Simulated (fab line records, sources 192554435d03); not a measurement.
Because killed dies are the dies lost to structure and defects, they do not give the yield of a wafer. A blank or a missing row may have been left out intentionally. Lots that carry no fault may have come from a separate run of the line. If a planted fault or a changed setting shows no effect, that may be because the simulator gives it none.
Matching of chambers + flow n5 finfet + N5_GATE_CUT_SAC_CAP_01 on ald sin-02: 4 sister chambers
The step material SiNx, target thk 24 nm, pulse time 1 s, ald cycles 480. 24 wafers are shown with their chamber, then 12 later ones without.

## WAFERS, EACH WITH ITS CHAMBER
| wafer  | chamber | heater power w (W) | precursor pulse height rel |
|--------|---------|--------------------|----------------------------|
| L074.1 | 2       | 979                | 0.971                      |
| L074.4 | 2       | 973                | 0.968                      |
| L074.6 | 1       | 995                | 1.006                      |
| L075.1 | 2       | 979                | 1.011                      |
| L075.2 | 3       | 891                | 1.029                      |
| L075.3 | 1       | 994                | 1.018                      |
| L075.4 | 2       | 982                | 0.991                      |
| L075.5 | 1       | 993                | 0.980                      |
| L075.6 | 3       | 901                | 0.972                      |
| L077.4 | 1       | 998                | 1.009                      |
| L077.5 | 2       | 980                | 1.000                      |
| L077.6 | 3       | 884                | 1.002                      |
| L079.2 | 1       | 971                | 0.989                      |
| L079.5 | 3       | 882                | 1.028                      |
| L079.6 | 0       | 761                | 0.982                      |
| L081.3 | 0       | 783                | 1.018                      |
| L081.5 | 0       | 773                | 0.998                      |
| L081.6 | 1       | 994                | 1.010                      |
| L082.1 | 0       | 757                | 1.029                      |
| L082.3 | 2       | 995                | 1.000                      |
| L082.4 | 1       | 978                | 0.997                      |
| L084.1 | 0       | 759                | 0.998                      |
| L084.3 | 1       | 993                | 0.987                      |
| L084.4 | 2       | 990                | 0.975                      |

SIGNATURES (means of the wafers above)
| reading                    | chamber 0 | chamber 1 | chamber 2 | chamber 3 | scatter within a chamber |
|----------------------------|-----------|-----------|-----------|-----------|--------------------------|
| heater power w             | 766.60    | 989.50    | 982.57    | 889.50    | 9.19                     |
| precursor pulse height rel | 1.00500   | 0.99950   | 0.98800   | 1.00775   | 0.018                    |
Rule: a wafer lies at a distance from a chamber equal to the root of the sum of squares, over the readings, of (its reading less the chamber's mean, divided by the reading's scatter). If the next closest chamber is less than 2 further off than the closest, the wafer can't be placed; otherwise it belongs to the closest. The scatter: the root of (the sum of the squares of (reading less its chamber's mean) over the shown wafers, divided by (wafers less chambers)).

## WAFERS WITH NO CHAMBER GIVEN
| wafer  | heater power w (W) | precursor pulse height rel |
|--------|--------------------|----------------------------|
| L087.2 | 987                | 0.987                      |
| L087.4 | 881                | 1.018                      |
| L087.6 | 773                | 0.999                      |
| L091.1 | 778                | 0.969                      |
| L091.3 | 999                | 1.032                      |
| L091.4 | 861                | 0.979                      |
| L090.1 | 1008               | 1.005                      |
| L090.2 | 743                | 0.977                      |
| L090.4 | 995                | 1.020                      |
| L093.1 | 878                | 0.986                      |
| L093.2 | 1026               | 0.974                      |
| L093.6 | 1008               | 1.005                      |

## CHAMBER TAKEN BY EACH
| wafer  | from the rows above     | in truth |
|--------|-------------------------|----------|
| L087.2 | can't be placed: 2 or 1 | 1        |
| L087.4 | 3                       | 3        |
| L087.6 | 0                       | 0        |
| L091.1 | 0                       | 0        |
| L091.3 | can't be placed: 1 or 2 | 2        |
| L091.4 | 3                       | 3        |
| L090.1 | can't be placed: 1 or 2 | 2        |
| L090.2 | 0                       | 0        |
| L090.4 | can't be placed: 1 or 2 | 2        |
| L093.1 | 3                       | 3        |
| L093.2 | can't be placed: 1 or 2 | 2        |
| L093.6 | can't be placed: 1 or 2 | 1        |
Correctly placed: 6 of 12. Cannot be placed on the basis of these rows: 6; the candidates contain the true chamber in 6. Placed wrongly: 0.
